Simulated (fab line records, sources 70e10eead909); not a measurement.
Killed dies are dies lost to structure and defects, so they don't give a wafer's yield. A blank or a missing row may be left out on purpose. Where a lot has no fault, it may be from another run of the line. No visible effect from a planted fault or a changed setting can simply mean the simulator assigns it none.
Matching of chambers	flow nand_harc	NHARC_P_M0_DESCUM_14 on rie_diel-05 has 4 sister chambers
The step chemistry O2, time 3 s. 4 wafers are shown with their chamber, then 12 later ones without.

## WAFERS WITH THEIR CHAMBER
wafer	chamber	drypump_motor_current_A (A)
L087.2	3	4.9
L089.4	0	5.5
L090.3	1	5.5
L090.5	2	5.8

## WAFERS MISSING THEIR CHAMBER
wafer	drypump_motor_current_A (A)
L092.1	5.0
L092.4	5.5
L092.5	5.5
L094.2	4.9
L094.3	5.5
L094.5	5.5
L095.3	4.9
L095.4	5.5
L095.5	5.5
L097.2	4.9
L097.4	5.8
L097.6	5.5

## WHICH CHAMBER EACH ONE RAN IN
wafer	from the rows above	in truth
L092.1	3	3
L092.4	can't be placed: 0 or 1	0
L092.5	can't be placed: 0 or 1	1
L094.2	3	3
L094.3	can't be placed: 0 or 1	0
L094.5	can't be placed: 0 or 1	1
L095.3	3	3
L095.4	can't be placed: 0 or 1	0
L095.5	can't be placed: 0 or 1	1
L097.2	3	3
L097.4	2	2
L097.6	can't be placed: 0 or 1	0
5 of 12 placed correctly. From these rows, 7 cannot be placed; in 7 the true chamber is one of the candidates. Wrongly placed: 0.
How it was worked out, from the rows above alone: a wafer's distance from a chamber is the root of the sum, over the readings, of the square of ((its reading less the chamber's mean) divided by the reading's scatter). The wafer belongs to the nearest chamber; if the next one is less than 2 further off, it can't be placed. Each chamber's mean is taken over the wafers shown for it. The scatter: root of mean squared gap, hidden wafer to nearest shown wafer, with one shown wafer a chamber.
